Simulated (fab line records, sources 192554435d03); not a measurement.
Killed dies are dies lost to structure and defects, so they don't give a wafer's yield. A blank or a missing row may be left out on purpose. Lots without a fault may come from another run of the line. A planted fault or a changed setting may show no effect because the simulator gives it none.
Which tool did it? | flow n5_finfet | 24 lots, 72 wafers sampled, at 6 steps of a route of 1938

WHAT THE GAUGES READ, wafer by wafer
N5_BEOL_M6_OCD_MEAS_38. Usual: trench_depth_nm 94.1 nm, standard deviation 2.2.
lot  | measured     | on     | trench_depth_nm (nm) | flag
L074 | day 8 16:48  | ocd-02 | 91.6 94.0 94.1       |
L075 | day 8 20:46  | ocd-02 | 92.8 93.0 92.0       |
L076 | day 8 23:06  | ocd-02 | 91.8 92.0 92.5       |
L077 | day 9 02:34  | ocd-01 | 92.2 92.0 92.2       |
L078 | day 9 15:35  | ocd-01 | 97.7 93.7 97.1       |
L079 | day 9 18:55  | ocd-01 | 92.5 91.1 91.9       |
L080 | day 9 20:19  | ocd-01 | 95.5 92.6 96.6       |
L081 | day 10 06:59 | ocd-02 | 97.4 93.0 97.1       |
L082 | day 10 15:26 | ocd-01 | 91.0 93.2 93.0       |
L083 | day 10 18:14 | ocd-01 | 93.7 92.8 93.5       |
L084 | day 10 18:26 | ocd-01 | 91.8 93.3 90.8       |
L085 | day 11 14:03 | ocd-01 | 97.1 92.5 92.2       |
L086 | day 12 01:50 | ocd-01 | 95.8 91.6 94.8       |
L087 | day 12 01:24 | ocd-01 | 92.7 96.7 91.3       |
L089 | day 12 01:50 | ocd-02 | 96.3 90.0 94.0       |
L088 | day 13 04:07 | ocd-01 | 97.1 96.6 97.3       |
L090 | day 13 07:35 | ocd-02 | 94.8 91.9 94.9       |
L092 | day 13 10:28 | ocd-02 | 97.4 97.1 91.1       |
L091 | day 13 10:53 | ocd-01 | 92.4 95.5 93.0       |
L093 | day 14 10:31 | ocd-02 | 95.8 96.0 97.3       |
L094 | day 14 10:54 | ocd-01 | 96.9 93.5 93.9       |
L097 | day 14 17:13 | ocd-01 | 96.1 96.0 96.3       |
L095 | day 14 17:37 | ocd-02 | 96.2 96.1 93.4       |
L096 | day 14 21:31 | ocd-02 | 97.8 96.7 97.2       |

WHICH TOOL RAN EACH LOT (tool, then ch and the chambers of the sampled wafers, then the start)
lot  | N5_BEOL_M5_ETCH_75                 | N5_BEOL_M5_DEGAS_44          | N5_BEOL_M6_PECVD_70             | N5_BEOL_M6_HM_DEP_02         | N5_BEOL_M6_STRIP_80
L074 | rie_diel-02 ch 0,2,3, day 8 04:31  | pvd_sputter-01, day 8 05:31  | pecvd-03 ch 1,2, day 8 12:55    | pvd_sputter-02, day 8 14:32  | rie_diel-04 ch 0,1,3, day 8 16:48 or earlier
L075 | rie_diel-01 ch 0,2,3, day 8 07:37  | pvd_sputter-02, day 8 08:46  | pecvd-01 ch 0,1,2, day 8 15:48  | pvd_sputter-03, day 8 16:58  | rie_diel-05 ch 0,2,3, day 8 20:46 or earlier
L076 | rie_diel-02 ch 0,1,2, day 8 10:16  | pvd_sputter-03, day 8 11:31  | pecvd-02 ch 1,2, day 8 18:29    | pvd_sputter-03, day 8 20:09  | rie_diel-05 ch 0,1,2, day 8 23:06 or earlier
L077 | rie_diel-06 ch 1,2,3, day 8 13:33  | pvd_sputter-01, day 8 14:56  | pecvd-02 ch 1,2, day 8 22:47    | pvd_sputter-01, day 8 23:25  | rie_diel-05 ch 0,2,3, day 9 02:34 or earlier
L078 | rie_diel-02 ch 0,2,3, day 9 02:34  | pvd_sputter-03, day 9 03:37  | pecvd-02 ch 0,1, day 9 10:34    | pvd_sputter-03, day 9 13:48  | rie_diel-03 ch 1,2,3, day 9 15:35 or earlier
L079 | rie_diel-01 ch 0,1,3, day 9 05:05  | pvd_sputter-01, day 9 06:20  | pecvd-01 ch 0,1,2, day 9 15:33  | pvd_sputter-02, day 9 16:01  | rie_diel-05 ch 0,1,3, day 9 18:55 or earlier
L080 | rie_diel-01 ch 0,3, day 9 08:45    | pvd_sputter-02, day 9 09:55  | pecvd-01 ch 0,1,2, day 9 16:56  | pvd_sputter-01, day 9 17:47  | rie_diel-03 ch 0,1, day 9 20:19 or earlier
L081 | rie_diel-02 ch 2,3, day 9 18:14    | pvd_sputter-03, day 9 19:30  | pecvd-02 ch 0,1, day 10 02:27   | pvd_sputter-03, day 10 04:23 | rie_diel-03 ch 1,2,3, day 10 06:59 or earlier
L082 | rie_diel-06 ch 2,3, day 10 00:07   | pvd_sputter-02, day 10 01:14 | pecvd-02 ch 0,1, day 10 08:14   | pvd_sputter-02, day 10 12:12 | rie_diel-04 ch 0,2, day 10 15:26 or earlier
L083 | rie_diel-01 ch 0,3, day 10 04:33   | pvd_sputter-03, day 10 07:15 | pecvd-01 ch 1,2, day 10 13:56   | pvd_sputter-03, day 10 15:37 | rie_diel-05 ch 1,3, day 10 18:14 or earlier
L084 | rie_diel-01 ch 0,1,3, day 10 06:43 | pvd_sputter-03, day 10 07:41 | pecvd-03 ch 0,1, day 10 14:23   | pvd_sputter-03, day 10 15:43 | rie_diel-04 ch 0,2, day 10 18:26 or earlier
L085 | rie_diel-01 ch 1,3, day 10 21:55   | pvd_sputter-02, day 10 23:05 | pecvd-02 ch 0,1,2, day 11 07:46 | pvd_sputter-01, day 11 09:42 | rie_diel-05 ch 1,2,3, day 11 14:03 or earlier
L086 | rie_diel-06 ch 0,2,3, day 11 06:14 | pvd_sputter-01, day 11 07:28 | pecvd-02 ch 0,1,2, day 11 16:13 | pvd_sputter-01, day 11 20:35 | rie_diel-03 ch 0,3, day 12 01:50 or earlier
L087 | rie_diel-02 ch 0,1, day 11 13:40   | pvd_sputter-02, day 11 14:37 | pecvd-01 ch 0,1, day 11 21:20   | pvd_sputter-02, day 11 21:38 | rie_diel-05 ch 1,2,3, day 12 01:24 or earlier
L089 | rie_diel-01 ch 0,3, day 11 13:56   | pvd_sputter-02, day 11 14:56 | pecvd-01 ch 0,1, day 11 22:26   | pvd_sputter-01, day 11 23:51 | rie_diel-05 ch 0,2,3, day 12 01:50 or earlier
L088 | rie_diel-01 ch 1,2,3, day 12 11:29 | pvd_sputter-03, day 12 13:58 | pecvd-03 ch 1,2, day 12 20:43   | pvd_sputter-02, day 12 21:58 | rie_diel-05 ch 0,2, day 13 04:07 or earlier
L090 | rie_diel-02 ch 0,2,3, day 12 21:18 | pvd_sputter-02, day 12 22:13 | pecvd-01 ch 0,1, day 13 04:53   | pvd_sputter-02, day 13 05:29 | rie_diel-04 ch 2,3, day 13 07:35 or earlier
L092 | rie_diel-02 ch 0,3, day 12 21:49   | pvd_sputter-01, day 12 23:22 | pecvd-03 ch 1,2, day 13 06:08   | pvd_sputter-03, day 13 07:39 | rie_diel-05 ch 0,1, day 13 10:28 or earlier
L091 | rie_diel-06 ch 0,3, day 12 22:02   | pvd_sputter-01, day 12 23:37 | pecvd-03 ch 0,1, day 13 06:46   | pvd_sputter-03, day 13 07:45 | rie_diel-03 ch 0,2, day 13 10:53 or earlier
L093 | rie_diel-06 ch 2,3, day 13 18:20   | pvd_sputter-02, day 13 19:27 | pecvd-02 ch 0,1, day 14 02:11   | pvd_sputter-03, day 14 03:57 | rie_diel-03 ch 2,3, day 14 10:31 or earlier
L094 | rie_diel-01 ch 0,1,2, day 13 18:23 | pvd_sputter-01, day 13 19:29 | pecvd-03 ch 0,2, day 14 02:13   | pvd_sputter-03, day 14 04:05 | rie_diel-03 ch 0,3, day 14 10:54 or earlier
L097 | rie_diel-02 ch 1,2,3, day 14 03:41 | pvd_sputter-03, day 14 04:52 | pecvd-02 ch 0,1,2, day 14 11:53 | pvd_sputter-02, day 14 13:53 | rie_diel-03 ch 1,2,3, day 14 17:13 or earlier
L095 | rie_diel-01 ch 2,3, day 14 03:52   | pvd_sputter-03, day 14 05:07 | pecvd-03 ch 0,1, day 14 11:55   | pvd_sputter-02, day 14 13:59 | rie_diel-03 ch 0,3, day 14 17:37 or earlier
L096 | rie_diel-06 ch 1,2,3, day 14 10:00 | pvd_sputter-03, day 14 11:02 | pecvd-03 ch 0,2, day 14 17:59   | pvd_sputter-02, day 14 18:03 | rie_diel-05 ch 0,2, day 14 21:31 or earlier
- N5_BEOL_M5_ETCH_75: etches underlayer in N2/H2, target depth 6.5 nm, time 5.2 s.
- N5_BEOL_M5_DEGAS_44: time 60 s.
- N5_BEOL_M6_PECVD_70: deposits SiO2 from TEOS/O2, target thk 20 nm, time 22.7 s.
- N5_BEOL_M6_HM_DEP_02: deposits TiN, target thk 20 nm.
- N5_BEOL_M6_STRIP_80: strips in N2/H2, time 10 s.

WHAT THE TOOLS THEMSELVES READ (means of the sampled wafers that have a number; where no wafer has one, the mark that the record gives instead)
N5_BEOL_M5_ETCH_75. Usual: drypump_motor_current_A 5.48 A, standard deviation 0.25; etch_rf_on_time_s 5.20 s, standard deviation 0.12; oes_product_au 0.68 a.u., standard deviation 0.079; rf_fwd_power_W 819.5 W, standard deviation 2.2; rf_vpp_V 523.9 V, standard deviation 2.4; showerhead_plenum_p_Torr 2.54 Torr, standard deviation 0.078; throttle_valve_pct 17.80 %, standard deviation 0.25.
lot  | tool        | drypump_motor_current_A (A) | etch_rf_on_time_s (s) | oes_product_au (a.u.) | rf_fwd_power_W (W) | rf_vpp_V (V) | showerhead_plenum_p_Torr (Torr) | throttle_valve_pct (%) | flag
L074 | rie_diel-02 | 5.43                        | 5.17                  | 0.65                  | 819.3              | 524.1        | 2.54                            | 17.76                  |
L075 | rie_diel-01 | 5.42                        | 5.27                  | 0.65                  | 819.2              | 523.9        | 2.53                            | 17.99                  |
L076 | rie_diel-02 | 5.54                        | 5.13                  | 0.68                  | 819.7              | 523.5        | 2.56                            | 17.74                  |
L077 | rie_diel-06 | 5.53                        | 5.07                  | 0.65                  | 818.4              | 525.9        | 2.61                            | 17.75                  |
L078 | rie_diel-02 | 5.43                        | 5.23                  | 0.64                  | 818.9              | 524.8        | 2.54                            | 17.75                  |
L079 | rie_diel-01 | 5.37                        | 5.26                  | 0.73                  | 819.4              | 524.0        | 2.54                            | 17.71                  |
L080 | rie_diel-01 | 5.25                        | 5.40                  | 0.69                  | 822.2              | 524.2        | 2.52                            | 17.90                  |
L081 | rie_diel-02 | 5.50                        | 5.28                  | 0.67                  | 819.8              | 521.4        | 2.48                            | 17.70                  |
L082 | rie_diel-06 | 5.56                        | 5.08                  | 0.66                  | 819.1              | 527.3        | 2.65                            | 17.71                  |
L083 | rie_diel-01 | 5.25                        | 5.40                  | 0.68                  | 821.8              | 523.1        | 2.52                            | 17.90                  |
L084 | rie_diel-01 | 5.35                        | 5.27                  | 0.71                  | 822.7              | 523.4        | 2.53                            | 17.72                  |
L085 | rie_diel-01 | 5.26                        | 5.31                  | 0.74                  | 819.8              | 524.2        | 2.58                            | 17.72                  |
L086 | rie_diel-06 | 5.70                        | 5.16                  | 0.64                  | 817.9              | 525.0        | 2.61                            | 17.81                  |
L087 | rie_diel-02 | 5.50                        | 5.06                  | 0.74                  | 819.4              | 522.4        | 2.52                            | 17.77                  |
L089 | rie_diel-01 | 5.24                        | 5.32                  | 0.67                  | 819.0              | 523.7        | 2.51                            | 17.92                  |
L088 | rie_diel-01 | 5.47                        | 5.27                  | 0.76                  | 820.4              | 525.5        | 2.58                            | 17.72                  |
L090 | rie_diel-02 | 5.44                        | 5.23                  | 0.70                  | 819.4              | 525.0        | 2.53                            | 17.66                  |
L092 | rie_diel-02 | 5.18                        | 5.12                  | 0.74                  | 816.5              | 524.1        | 2.54                            | 17.73                  |
L091 | rie_diel-06 | 5.89                        | 5.11                  | 0.75                  | 820.6              | 525.7        | 2.62                            | 17.52                  |
L093 | rie_diel-06 | 5.59                        | 5.09                  | 0.64                  | 816.4              | 525.5        | 2.64                            | 17.75                  |
L094 | rie_diel-01 | 5.54                        | 5.20                  | 0.73                  | 818.9              | 524.5        | 2.53                            | 17.76                  |
L097 | rie_diel-02 | 5.61                        | 5.19                  | 0.66                  | 818.6              | 521.2        | 2.48                            | 17.73                  |
L095 | rie_diel-01 | 5.55                        | 5.25                  | 0.75                  | 817.3              | 524.3        | 2.58                            | 17.87                  |
L096 | rie_diel-06 | 5.56                        | 5.15                  | 0.62                  | 819.7              | 524.4        | 2.60                            | 17.81                  |

N5_BEOL_M5_DEGAS_44. Usual: heater_power_w 333 W, standard deviation 27.
lot  | tool           | heater_power_w (W) | flag
L074 | pvd_sputter-01 | 344                |
L075 | pvd_sputter-02 | 324                |
L076 | pvd_sputter-03 | 368                |
L077 | pvd_sputter-01 | 314                |
L078 | pvd_sputter-03 | 338                |
L079 | pvd_sputter-01 | 321                |
L080 | pvd_sputter-02 | 310                |
L081 | pvd_sputter-03 | 362                |
L082 | pvd_sputter-02 | 322                |
L083 | pvd_sputter-03 | 344                |
L084 | pvd_sputter-03 | 367                |
L085 | pvd_sputter-02 | 319                |
L086 | pvd_sputter-01 | 324                |
L087 | pvd_sputter-02 | 321                |
L089 | pvd_sputter-02 | 319                |
L088 | pvd_sputter-03 | 347                |
L090 | pvd_sputter-02 | 304                |
L092 | pvd_sputter-01 | 324                |
L091 | pvd_sputter-01 | 334                |
L093 | pvd_sputter-02 | 308                |
L094 | pvd_sputter-01 | 329                |
L097 | pvd_sputter-03 | 351                |
L095 | pvd_sputter-03 | 371                |
L096 | pvd_sputter-03 | 333                |

N5_BEOL_M6_PECVD_70. Usual: heater_power_w 743 W, standard deviation 130; rf_fwd_power_W 445.3 W, standard deviation 1.6; showerhead_plenum_p_Torr 8.79 Torr, standard deviation 0.049; throttle_valve_pct 22.0 %, standard deviation 1.3.
lot  | tool     | heater_power_w (W) | rf_fwd_power_W (W) | showerhead_plenum_p_Torr (Torr) | throttle_valve_pct (%) | flag
L074 | pecvd-03 | 815                | 445.9              | 8.74                            | 22.6                   |
L075 | pecvd-01 | 758                | 444.5              | 8.78                            | 22.5                   |
L076 | pecvd-02 | 737                | 445.6              | 8.80                            | 21.9                   |
L077 | pecvd-02 | 741                | 444.5              | 8.80                            | 22.1                   |
L078 | pecvd-02 | 616                | 445.0              | 8.82                            | 22.9                   |
L079 | pecvd-01 | 756                | 445.6              | 8.78                            | 22.6                   |
L080 | pecvd-01 | 749                | 446.8              | 8.78                            | 22.4                   |
L081 | pecvd-02 | 605                | 444.7              | 8.83                            | 22.8                   |
L082 | pecvd-02 | 542                | 445.3              | 8.84                            | 22.4                   |
L083 | pecvd-01 | 817                | 446.9              | 8.78                            | 22.6                   |
L084 | pecvd-03 | 831                | 445.0              | 8.77                            | 22.8                   |
L085 | pecvd-02 | 741                | 445.0              | 8.83                            | 21.7                   |
L086 | pecvd-02 | 692                | 444.3              | 8.81                            | 21.7                   |
L087 | pecvd-01 | 785                | 443.9              | 8.77                            | 22.8                   |
L089 | pecvd-01 | 784                | 445.1              | 8.78                            | 22.9                   |
L088 | pecvd-03 | 812                | 444.7              | 8.73                            | 22.2                   |
L090 | pecvd-01 | 833                | 444.6              | 8.77                            | 22.8                   |
L092 | pecvd-03 | 861                | 445.5              | 8.73                            | 22.2                   |
L091 | pecvd-03 | 877                | 445.0              | 8.79                            | 22.8                   |
L093 | pecvd-02 | 581                | 443.9              | 8.82                            | 22.9                   |
L094 | pecvd-03 | 694                | 445.9              | 8.85                            | 21.3                   |
L097 | pecvd-02 | 685                | 445.2              | 8.79                            | 21.9                   |
L095 | pecvd-03 | 785                | 446.4              | 8.77                            | 22.9                   |
L096 | pecvd-03 | 708                | 445.3              | 8.79                            | 20.6                   |

N5_BEOL_M6_HM_DEP_02. Usual: substrate_temp_c 25.01 C, standard deviation 0.11; throttle_valve_pct 29.9 %, standard deviation 1.1.
lot  | tool           | substrate_temp_c (C) | throttle_valve_pct (%) | flag
L074 | pvd_sputter-02 | 25.04                | 29.4                   |
L075 | pvd_sputter-03 | 25.00                | 31.0                   |
L076 | pvd_sputter-03 | 24.93                | 30.8                   |
L077 | pvd_sputter-01 | 24.90                | 30.2                   |
L078 | pvd_sputter-03 | 24.99                | 30.8                   |
L079 | pvd_sputter-02 | 25.08                | 28.7                   |
L080 | pvd_sputter-01 | 25.00                | 29.7                   |
L081 | pvd_sputter-03 | 25.03                | 30.5                   |
L082 | pvd_sputter-02 | 24.99                | 28.9                   |
L083 | pvd_sputter-03 | 25.11                | 31.2                   |
L084 | pvd_sputter-03 | 24.99                | 30.5                   |
L085 | pvd_sputter-01 | 25.08                | 30.3                   |
L086 | pvd_sputter-01 | 25.01                | 30.2                   |
L087 | pvd_sputter-02 | 25.01                | 28.3                   |
L089 | pvd_sputter-01 | 25.11                | 30.4                   |
L088 | pvd_sputter-02 | 25.10                | 29.1                   |
L090 | pvd_sputter-02 | 24.95                | 29.7                   |
L092 | pvd_sputter-03 | 25.00                | 31.3                   |
L091 | pvd_sputter-03 | 24.93                | 30.8                   |
L093 | pvd_sputter-03 | 25.06                | 31.2                   |
L094 | pvd_sputter-03 | 25.05                | 30.7                   |
L097 | pvd_sputter-02 | 24.97                | 28.7                   |
L095 | pvd_sputter-02 | 25.15                | 29.0                   |
L096 | pvd_sputter-02 | 24.96                | 29.5                   |

N5_BEOL_M6_STRIP_80. Usual: drypump_motor_current_A 5.9 A, standard deviation 0.49; oes_product_au 0.78 a.u., standard deviation 0.11; rf_vpp_V 59.0 V, standard deviation 0.85; showerhead_plenum_p_Torr 2.54 Torr, standard deviation 0.093; throttle_valve_pct 23.59 %, standard deviation 0.28.
lot  | tool        | drypump_motor_current_A (A) | oes_product_au (a.u.) | rf_vpp_V (V) | showerhead_plenum_p_Torr (Torr) | throttle_valve_pct (%) | flag
L074 | rie_diel-04 | 6.3                         | 0.73                  | 58.7         | 2.56                            | 23.37                  |
L075 | rie_diel-05 | 6.0                         | 0.69                  | 59.3         | 2.47                            | 23.60                  |
L076 | rie_diel-05 | 5.6                         | 0.69                  | 58.3         | 2.44                            | 23.68                  |
L077 | rie_diel-05 | 6.0                         | 0.68                  | 58.8         | 2.47                            | 23.61                  |
L078 | rie_diel-03 | 6.0                         | 0.81                  | 58.4         | 2.53                            | 23.79                  |
L079 | rie_diel-05 | 5.7                         | 0.68                  | 59.3         | 2.51                            | 23.45                  |
L080 | rie_diel-03 | 6.2                         | 0.80                  | 59.3         | 2.48                            | 23.44                  |
L081 | rie_diel-03 | 6.0                         | 0.80                  | 58.4         | 2.52                            | 23.80                  |
L082 | rie_diel-04 | 6.5                         | 0.70                  | 58.7         | 2.54                            | 23.73                  |
L083 | rie_diel-05 | 5.8                         | 0.70                  | 59.3         | 2.57                            | 23.35                  |
L084 | rie_diel-04 | 6.5                         | 0.69                  | 59.1         | 2.58                            | 23.56                  |
L085 | rie_diel-05 | 5.7                         | 0.78                  | 59.3         | 2.60                            | 23.51                  |
L086 | rie_diel-03 | 5.4                         | 0.79                  | 59.9         | 2.48                            | 23.64                  |
L087 | rie_diel-05 | 5.7                         | 0.77                  | 60.4         | 2.60                            | 23.52                  |
L089 | rie_diel-05 | 5.9                         | 0.88                  | 59.3         | 2.68                            | 23.41                  |
L088 | rie_diel-05 | 5.9                         | 0.94                  | 59.8         | 2.72                            | 23.41                  |
L090 | rie_diel-04 | 6.3                         | 0.90                  | 59.1         | 2.48                            | 23.59                  |
L092 | rie_diel-05 | 5.6                         | 0.85                  | 59.5         | 2.65                            | 23.34                  |
L091 | rie_diel-03 | 5.6                         | 0.77                  | 58.9         | 2.53                            | 23.79                  |
L093 | rie_diel-03 | 5.7                         | 0.85                  | 58.5         | 2.51                            | 23.86                  |
L094 | rie_diel-03 | 5.4                         | 0.73                  | 58.5         | 2.48                            | 23.65                  |
L097 | rie_diel-03 | 6.0                         | 0.85                  | 58.6         | 2.51                            | 23.77                  |
L095 | rie_diel-03 | 5.4                         | 0.77                  | 59.1         | 2.47                            | 23.68                  |
L096 | rie_diel-05 | 5.9                         | 0.90                  | 60.1         | 2.70                            | 23.60                  |

THE ANSWER, worked out from the rows above alone
Rule: a lot is off if the mean of its wafers that have a number lies more than 3 standard deviations from the usual mean. A lot without any number at a reading at which 4 lots or more have one is off too. The other lots that the step has rows for count as sound. The gauges are gone through in route order, then the tools' own readings, and for those a lot's mean is taken as printed above. The first step at which some lot is off is used, and at that step the reading that is off furthest; a lot without a number counts as furthest.
No lot is off at any reading shown: from this, nothing can be told.

WHAT THE SIMULATOR HAD PUT IN
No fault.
